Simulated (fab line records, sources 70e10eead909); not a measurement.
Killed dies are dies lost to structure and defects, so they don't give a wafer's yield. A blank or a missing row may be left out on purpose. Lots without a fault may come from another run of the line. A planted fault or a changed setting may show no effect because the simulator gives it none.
A struck lot beside a sound one | flow nand_harc | 40 steps out of a route of 1159
Sound: wafers L608.1, L608.5, L608.6. Struck: wafers L627.1, L627.5, L627.6. The cause comes at the end.
At each step with rows: each side's tool, then ch and its chambers, then its first start. Under that, the readings that differ: sound wafers | struck wafers | difference of the means | sigmas: that difference in standard deviations of wafers without a fault.
alike: readings whose means differ by less than 2 such deviations, and words and numbers that are the same on both sides. not compared: withheld readings, readings that some wafer has no value for, bounds like >300 that may hide the same value, and numbers for which the record gives no deviation and whose values overlap.
The two part at a step that has a row with sigmas, a row that says differs or no value, or rows on one side only. Numbers that don't overlap but have no deviation are shown without sigmas and don't part them. A reading that every wafer of one side lacks parts them only if that side has two wafers or more.

first, 10 steps without rows for these wafers: NHARC_A_STAIRCASE_DEP_156 (deposits SiNx, target thk 50 nm); NHARC_A_STAIRCASE_DEHYDRATE_158 (time 120 s); NHARC_A_STAIRCASE_HMDS_159 (time 30 s); NHARC_A_STAIRCASE_COAT_160; NHARC_A_STAIRCASE_SOFTBAKE_161 (time 170 s); NHARC_A_STAIRCASE_EBR_162; NHARC_A_STAIRCASE_EXPOSE_163 (exposes mask STAIR OPEN); NHARC_A_STAIRCASE_PEB_164 (peb time 130 s); NHARC_A_STAIRCASE_DEVELOP_165 (time 140 s); NHARC_A_STAIRCASE_HARDBAKE_167 (time 140 s).
NHARC_A_STAIRCASE_DESCUM_168: chemistry O2, time 3 s.
  sound on rie_diel-05 ch 1,2, day 11 11:21; struck on rie_diel-04 ch 0,2,3, day 15 13:39
  alike: drypump_motor_current_A, oes_product_au, rf_vpp_V, showerhead_plenum_p_Torr, throttle_valve_pct
  not compared: rf_hours_counter_h
NHARC_A_STAIRCASE_ETCH_169: etches the open film in CH3F/O2, target depth 50 nm, time 107.1 s.
  sound on rie_diel-05 ch 1,2,3, day 11 11:27; struck on rie_diel-04 ch 0,1,3, day 15 13:49
  alike: bias_w, ch3f_flow_sccm, drypump_motor_current_A, oes_product_au, rf_vpp_V, showerhead_plenum_p_Torr, throttle_valve_pct
  not compared: rf_hours_counter_h
then, 20 steps without rows for these wafers: NHARC_A_STAIRCASE_ETCH_170 (etches the open film in C4F6/O2, target depth 200 nm, time 66.667 s); NHARC_A_STAIRCASE_STRIP_171 (strips in O2); NHARC_A_STAIRCASE_STRIP_172 (strips in SPM, time 900 s); NHARC_A_STAIRCASE_PRECLEAN_173 (cleans in SC1); NHARC_A_STAIRCASE_SRD_174; NHARC_A_STAIRCASE_DEHYDRATE_01 (time 120 s); NHARC_A_STAIRCASE_HMDS_02 (time 30 s); NHARC_A_STAIRCASE_COAT_03; NHARC_A_STAIRCASE_SOFTBAKE_04 (time 170 s); NHARC_A_STAIRCASE_EBR_05; NHARC_A_STAIRCASE_EXPOSE_06 (exposes mask STAIR); NHARC_A_STAIRCASE_PEB_07 (peb time 130 s); NHARC_A_STAIRCASE_DEVELOP_08 (time 140 s); NHARC_A_STAIRCASE_HARDBAKE_10 (time 140 s); NHARC_A_STAIRCASE_DESCUM_11 (chemistry O2, time 3 s); NHARC_A_STAIRCASE_TRIM_12 (chemistry O2, time 211.2 s); NHARC_A_STAIRCASE_ETCH_13 (etches the open film in C4F8/O2, target depth 100 nm, time 40.5 s); NHARC_A_STAIRCASE_TRIM_14 (chemistry O2, time 211.2 s); NHARC_A_STAIRCASE_ETCH_15 (etches the open film in C4F8/O2, target depth 100 nm, time 40.5 s); NHARC_A_STAIRCASE_TRIM_16 (chemistry O2, time 211.2 s).
NHARC_A_STAIRCASE_ETCH_17: etches the open film in C4F8/O2, target depth 100 nm, time 40.5 s.
  sound on rie_diel-07 ch 0,2,3; struck on rie_diel-05 ch 0,2,3
  alike: bias_w, oes_product_au, rf_vpp_V
  not compared: rf_hours_counter_h
then, 1 step without rows for these wafers: NHARC_A_STAIRCASE_TRIM_18 (chemistry O2, time 211.2 s).
NHARC_A_STAIRCASE_ETCH_19: etches the open film in C4F8/O2, target depth 100 nm, time 40.5 s.
  sound on rie_diel-07 ch 0,1,3; struck on rie_diel-05 ch 0,1,2
  alike: bias_w, oes_product_au, rf_vpp_V
  not compared: rf_hours_counter_h
then, 1 step without rows for these wafers: NHARC_A_STAIRCASE_TRIM_20 (chemistry O2, time 211.2 s).
NHARC_A_STAIRCASE_ETCH_21: etches the open film in C4F8/O2, target depth 100 nm, time 40.5 s.
  sound on rie_diel-04 ch 1,2,3; struck on rie_diel-04 ch 0,1,2
  alike: bias_w, oes_product_au, rf_vpp_V
  not compared: rf_hours_counter_h
then, 1 step without rows for these wafers: NHARC_A_STAIRCASE_TRIM_22 (chemistry O2, time 211.2 s).
NHARC_A_STAIRCASE_ETCH_23: etches the open film in C4F8/O2, target depth 100 nm, time 40.5 s.
  sound on rie_diel-04 ch 0,1; struck on rie_diel-04 ch 0,2,3
  alike: bias_w, oes_product_au, rf_vpp_V
  not compared: rf_hours_counter_h
-- the record jumps here: 9 days lie between the struck wafers' starts before and after (it left off in module A_STAIRCASE and takes up again in module END, whose first step shown is number 1159 of the route) --
NHARC_END_SORT_01:
  the record has rows for the struck wafers here (prober-02 ch 0, day 24 05:36) and none for the sound ones

WHERE THEY PART
Only at NHARC_END_SORT_01, within this record.

WHY: what the simulator had put in
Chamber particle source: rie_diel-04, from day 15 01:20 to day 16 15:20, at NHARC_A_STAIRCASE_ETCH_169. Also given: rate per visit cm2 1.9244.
